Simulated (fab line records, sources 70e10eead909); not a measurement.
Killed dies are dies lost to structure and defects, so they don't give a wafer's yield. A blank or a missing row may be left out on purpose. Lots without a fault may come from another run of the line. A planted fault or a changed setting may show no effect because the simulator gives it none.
Which tool did it? | flow nand_harc | 7 lots, 21 wafers sampled, at 1 step of a route of 1302

WHAT THE GAUGES READ, wafer by wafer
NHARC_P_BONDPAD_INSPECT_23.
lot  | measured     | on                | raw_defect_count
L246 | day 7 15:38  | defect_inspect-02 | 178 219 249
L249 | day 8 14:22  | defect_inspect-02 | 542 531 297
L251 | day 9 16:16  | defect_inspect-02 | 237 412 468
L253 | day 10 15:31 | defect_inspect-01 | 420 296 264
L254 | day 11 04:51 | defect_inspect-02 | 331 273 267
L257 | day 12 03:44 | defect_inspect-01 | 293 243 328
L265 | day 15 11:24 | defect_inspect-02 | 268 349 215

WHICH TOOL RAN EACH LOT (tool, then ch and the chambers of the sampled wafers, then the start)
The record holds no process step before these readings.

THE ANSWER, worked out from the rows above alone
Rule: what is usual is taken from the lots themselves. Put in order of their means at a reading, lots are off if they are a third of the lots or fewer, leave a main group of 4 or more, and stand apart from it by a gap of 3 or more times the standard deviation of the main group's means; of several such gaps the widest counts. A main group whose means are all the same, to the digits that the tables above print for the reading, isn't used. A lot without any number at a reading at which 4 lots or more have one is off too. The other lots that the step has rows for count as sound.
No lot is off at any reading shown: from this, nothing can be told.

WHAT THE SIMULATOR HAD PUT IN
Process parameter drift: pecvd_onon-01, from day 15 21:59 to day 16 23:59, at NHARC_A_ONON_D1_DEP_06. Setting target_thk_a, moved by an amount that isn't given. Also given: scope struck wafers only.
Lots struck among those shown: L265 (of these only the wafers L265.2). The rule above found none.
